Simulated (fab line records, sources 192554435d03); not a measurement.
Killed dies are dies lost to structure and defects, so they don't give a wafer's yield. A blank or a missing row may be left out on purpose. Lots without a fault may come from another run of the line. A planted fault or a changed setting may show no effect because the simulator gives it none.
Split-lot experiment | flow n5_finfet | 7 lots, 21 wafers read, on a route of 1938 steps

THE SPLIT
At N5_GATE_CUT_COAT_27 (time 60 s, resist thk 10 nm), the setting spin_rpm was moved away from the recipe's 1500 rpm on 12 of the 21 wafers read, by -8.9% to +7.5%. The other wafers ran this setting at the recipe's value.

FROM THE SPLIT TO THE READING: what the file shows between them, 4 steps
- N5_GATE_CUT_COAT_07: resist thk 30 nm
- N5_GATE_CUT_EBR_09
- N5_GATE_CUT_DESCUM_18: chemistry O2, time 7 s
- N5_GATE_CUT_ETCH_28: etches underlayer in N2/H2, target depth 13 nm, time 10.4 s

THE READING
CAR-EUV_of_GATE_CUT_COAT_07.thk_nm (the simulator's own value, which no gauge read), in nm, at N5_GATE_CUT_ETCH_36 (etches SiARC in CF4, target depth 13 nm, time 21.7 s). The file gives no usual value for it. The 9 wafers here that ran the recipe average 7.0 nm, standard deviation 0.13 nm.

wafer  | tool, chamber at the split | spin_rpm as run, rpm | against the recipe | CAR-EUV_of_GATE_CUT_COAT_07.thk_nm, nm | against lot-mates on the recipe
L076.1 | litho_track-03, 0          | 1426                 | -4.9%              | 6.6                                    | no lot-mate on the recipe
L076.6 | litho_track-03, 0          | 1426                 | -4.9%              | 6.6                                    | no lot-mate on the recipe
L076.2 | litho_track-03, 0          | 1426                 | -4.9%              | 6.8                                    | no lot-mate on the recipe
L074.4 | litho_track-04, 0          | 1420                 | -5.3%              | 6.6                                    | -0.2
L074.6 | litho_track-04, 0          | 1420                 | -5.3%              | 6.6                                    | -0.2
L074.5 | litho_track-04, 0          | 1500                 | recipe             | 6.8                                    | -
L080.1 | litho_track-05, 0          | 1500                 | recipe             | 7.2                                    | -
L080.2 | litho_track-05, 0          | 1500                 | recipe             | 7                                      | -
L080.5 | litho_track-05, 0          | 1366                 | -8.9%              | 6.4                                    | -0.7
L084.2 | litho_track-04, 0          | 1500                 | recipe             | 7                                      | -
L084.3 | litho_track-04, 0          | 1500                 | recipe             | 6.8                                    | -
L084.6 | litho_track-04, 0          | 1500                 | recipe             | 6.8                                    | -
L088.1 | litho_track-05, 0          | 1426                 | -4.9%              | 6.6                                    | -0.4
L088.2 | litho_track-05, 0          | 1500                 | recipe             | 7                                      | -
L088.5 | litho_track-05, 0          | 1426                 | -4.9%              | 6.4                                    | -0.6
L093.1 | litho_track-03, 0          | 1500                 | recipe             | 7                                      | -
L093.3 | litho_track-03, 0          | 1500                 | recipe             | 7                                      | -
L093.6 | litho_track-03, 0          | 1612                 | +7.5%              | 7.4                                    | +0.4
L097.1 | litho_track-04, 0          | 1429                 | -4.7%              | 6.8                                    | no lot-mate on the recipe
L097.2 | litho_track-04, 0          | 1429                 | -4.7%              | 6.8                                    | no lot-mate on the recipe
L097.6 | litho_track-04, 0          | 1429                 | -4.7%              | 6.6                                    | no lot-mate on the recipe

THE FIT
A straight line over all 21 wafers: CAR-EUV_of_GATE_CUT_COAT_07.thk_nm changes by +0.0624 nm for each +1% of spin_rpm; r = +0.88; the points scatter about the line by 0.12 nm.
The same after taking each lot's own level away (the mean of its wafers on the recipe; 15 wafers): +0.0661 nm for each +1%; r = +0.91; scatter 0.12 nm.
On that fit, the largest move of spin_rpm shifts the reading by 0.59 nm.
The lots' own levels span 6.80 to 7.10 nm, that is 2.4 times the standard deviation above.
So the lot-to-lot level changes the slope little: the two slopes agree.
Check: with one of the wafers moved furthest among these (-8.9%) left out of the fit, the line predicts -0.561 nm for it against its lot-mates. It came out at -0.7 nm against them.

OTHER SPLITS ON THESE WAFERS
These wafers also went through other splits before the reading. Each is held against what the fit with the lots' levels taken away leaves over:
other split on the same wafers   | wafers away from the commonest value | r with CAR-EUV_of_GATE_CUT_COAT_07.thk_nm (lot level and that fit taken away)
N5_HKMG_FIN_HK_ALD_01 ald_cycles | 5                                    | +0.33
N5_GATE_CUT_ETCH_58 time_s       | 5                                    | -0.10

THE WHOLE CHAIN: every reading that the file lists as answering this split, in the file's order
step                | what it does                                                | reading                                                                                | change (the file's fit)                | r (the file's)
N5_GATE_CUT_COAT_27 | time 60 s, resist thk 10 nm                                 | underlayer_of_GATE_CUT_COAT_27.thk_nm (the simulator's own value, which no gauge read) | -0.0435 nm for each +1% of the setting | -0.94
N5_GATE_CUT_ETCH_28 | etches underlayer in N2/H2, target depth 13 nm, time 10.4 s | CAR-EUV_of_GATE_CUT_COAT_07.thk_nm (the simulator's own value, which no gauge read)    | +0.0557 nm for each +1% of the setting | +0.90
N5_GATE_CUT_ETCH_28 | etches underlayer in N2/H2, target depth 13 nm, time 10.4 s | etch.depth_nm (the simulator's own value, which no gauge read)                         | -0.0501 nm for each +1% of the setting | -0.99
N5_GATE_CUT_ETCH_36 | etches SiARC in CF4, target depth 13 nm, time 21.7 s        | CAR-EUV_of_GATE_CUT_COAT_07.thk_nm (the simulator's own value, which no gauge read)    | +0.0678 nm for each +1% of the setting | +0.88

THE FILE'S OWN FIT
CAR-EUV_of_GATE_CUT_COAT_07.thk_nm changes by +0.0678 nm for each +1% of spin_rpm, r = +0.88.
